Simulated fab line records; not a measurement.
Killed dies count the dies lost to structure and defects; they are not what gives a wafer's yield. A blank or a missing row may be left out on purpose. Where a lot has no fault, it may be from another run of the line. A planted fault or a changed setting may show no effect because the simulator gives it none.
Split-lot trial    flow n5 finfet    21 wafers read across 7 lots, on a route 1938 steps long

THE SPLIT ITSELF
At N5_SD_EPI_N_PEB_07 (peb time 60 s), the setting peb temp c was moved away from the recipe's 110 C on 5 of the 21 wafers read, by -2.3% to +3.3%. The other wafers ran this setting at the recipe's value.

THE PATH FROM SPLIT TO READING: the file shows 1 step between them
- N5_SD_EPI_N_DEVELOP_08: develop time 30 s

THE READING
cd nm at N5_SD_EPI_N_CD_MEAS_09, given in nm (cd target 120 nm). A value of 120.4 nm with a standard deviation of 0.91 nm is what fault-free wafers of this fab line usually give.

wafer   tool, chamber at the split  peb temp c as run, C  against the recipe  cd nm, nm  against lot-mates on the recipe
L075.1  litho track-01, 0           110                   recipe              114.6      -
L075.2  litho track-01, 0           110                   recipe              114.4      -
L075.5  litho track-01, 0           110                   recipe              119.5      -
L082.1  litho track-01, 0           110                   recipe              119.0      -
L082.2  litho track-01, 0           110                   recipe              119.2      -
L082.4  litho track-01, 0           110                   recipe              119.9      -
L087.3  litho track-05, 0           110                   recipe              120.4      -
L087.5  litho track-05, 0           107.8                 -2.0%               114.3      -7.0
L087.6  litho track-05, 0           110                   recipe              122.1      -
L090.4  litho track-05, 0           110                   recipe              118.1      -
L090.5  litho track-05, 0           110                   recipe              120.7      -
L090.6  litho track-05, 0           110                   recipe              120.3      -
L091.3  litho track-05, 0           113.6                 +3.3%               128.9      +6.7
L091.4  litho track-05, 0           110                   recipe              122.2      -
L091.5  litho track-05, 0           113.6                 +3.3%               130.2      +8.0
L092.1  litho track-02, 0           111.2                 +1.1%               123.0      +4.7
L092.4  litho track-02, 0           110                   recipe              117.6      -
L092.5  litho track-02, 0           110                   recipe              119.1      -
L097.3  litho track-05, 0           110                   recipe              116.6      -
L097.4  litho track-05, 0           110                   recipe              120.8      -
L097.5  litho track-05, 0           107.5                 -2.3%               112.0      -6.7

FIT RESULTS
A straight line over all 21 wafers: cd nm changes by +3.09 nm for each +1% of peb temp c; r = +0.88; the points scatter about the line by 2.1 nm.
The same after taking each lot's own level away (the mean of its wafers on the recipe; 21 wafers): +2.61 nm for each +1%; r = +0.91; scatter 1.5 nm.
Per that fit: largest peb temp c move, reading shift of 8.5 nm.
Measured against the standard deviation above, the lots' own levels, which go from 116.17 to 122.20 nm, span 6.6 times it.
Hence the slope depends on the lot-to-lot level, as the two fits are not the same.
Check: with one of the wafers moved furthest among these (+3.3%) left out of the fit, the line predicts +9.32 nm for it against its lot-mates. Against them it came out at +6.7 nm.

THE WHOLE CHAIN: every reading that the file lists as answering this split, in the file's order
step                    what it does                                            reading                                                          change (the file's fit)                                                                  r (the file's)
N5_SD_EPI_N_CD_MEAS_09  target cd 120 nm                                        cd nm                                                            +2.76 nm for each +1% of the setting                                                     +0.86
N5_SD_EPI_N_DESCUM_14   chemistry O2, time 7.9 s                                SD_EPI_N.cd nm (the simulator's own value, which no gauge read)  +2.8 nm for each +1% of the setting                                                      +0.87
N5_SD_EPI_N_ETCH_34     etches SiARC in CF4, target depth 45.5 nm, time 75.8 s  SD_EPI_N.cd nm (the simulator's own value, which no gauge read)  +2.42 nm for each +1% of the setting, in a fit together with dose mj@SD_EPI_N_EXPOSE_06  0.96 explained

FILE'S OWN FIT
cd nm changes by +2.76 nm for each +1% of peb temp c, r = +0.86.
